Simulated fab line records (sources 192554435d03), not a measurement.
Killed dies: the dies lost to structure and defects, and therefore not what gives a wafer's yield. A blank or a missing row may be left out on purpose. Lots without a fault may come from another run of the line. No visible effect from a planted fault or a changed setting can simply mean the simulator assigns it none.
Matching of chambers / flow n5 finfet / rie si-05 running N5_FIN_SAQP_FIN_ETCH_36: 4 sister chambers
The step etches the open film in HBr/Cl2/O2, target depth 120 nm, time 50.4 s. 8 wafers are shown with their chamber, then 12 later ones without.

## EACH WAFER AND ITS CHAMBER
wafer=L084.5; chamber=3; drypump motor current A (A)=5.8; throttle valve pct (%)=35.95
wafer=L084.6; chamber=2; drypump motor current A (A)=5.9; throttle valve pct (%)=36.23
wafer=L087.2; chamber=0; drypump motor current A (A)=6.0; throttle valve pct (%)=35.85
wafer=L087.4; chamber=2; drypump motor current A (A)=5.9; throttle valve pct (%)=36.25
wafer=L087.6; chamber=1; drypump motor current A (A)=6.3; throttle valve pct (%)=36.02
wafer=L091.1; chamber=3; drypump motor current A (A)=5.9; throttle valve pct (%)=35.94
wafer=L091.2; chamber=0; drypump motor current A (A)=6.0; throttle valve pct (%)=35.82
wafer=L091.3; chamber=1; drypump motor current A (A)=6.3; throttle valve pct (%)=35.97

## WAFERS MISSING THEIR CHAMBER
wafer=L092.1; drypump motor current A (A)=5.9; throttle valve pct (%)=36.22
wafer=L092.2; drypump motor current A (A)=6.3; throttle valve pct (%)=35.96
wafer=L092.5; drypump motor current A (A)=6.3; throttle valve pct (%)=35.97
wafer=L093.1; drypump motor current A (A)=5.8; throttle valve pct (%)=35.97
wafer=L093.4; drypump motor current A (A)=6.3; throttle valve pct (%)=35.96
wafer=L093.5; drypump motor current A (A)=6.0; throttle valve pct (%)=35.84
wafer=L094.1; drypump motor current A (A)=5.8; throttle valve pct (%)=35.96
wafer=L094.5; drypump motor current A (A)=6.3; throttle valve pct (%)=35.98
wafer=L094.6; drypump motor current A (A)=6.0; throttle valve pct (%)=35.84
wafer=L097.3; drypump motor current A (A)=6.0; throttle valve pct (%)=35.84
wafer=L097.4; drypump motor current A (A)=6.3; throttle valve pct (%)=35.99
wafer=L097.5; drypump motor current A (A)=5.9; throttle valve pct (%)=36.22

## EACH ONE'S CHAMBER
wafer=L092.1; from the rows above=2; in truth=2
wafer=L092.2; from the rows above=1; in truth=1
wafer=L092.5; from the rows above=1; in truth=1
wafer=L093.1; from the rows above=3; in truth=3
wafer=L093.4; from the rows above=1; in truth=1
wafer=L093.5; from the rows above=0; in truth=0
wafer=L094.1; from the rows above=3; in truth=3
wafer=L094.5; from the rows above=1; in truth=1
wafer=L094.6; from the rows above=0; in truth=0
wafer=L097.3; from the rows above=0; in truth=0
wafer=L097.4; from the rows above=1; in truth=1
wafer=L097.5; from the rows above=2; in truth=2
Placed correctly: 12 of 12. From these rows, 0 cannot be placed. Placed wrongly: 0.
How it was worked out, from the rows above alone: a wafer's distance from a chamber is the root of the sum, over the readings, of the square of ((its reading less the chamber's mean) divided by the reading's scatter). If the next closest chamber is less than 2 further off than the closest, the wafer can't be placed; otherwise it belongs to the closest. For every chamber, the mean is computed from those of its wafers that are shown. The scatter: take each reading less its chamber's mean, square it, sum over the shown wafers, divide by the number of wafers less the number of chambers, and take the root.
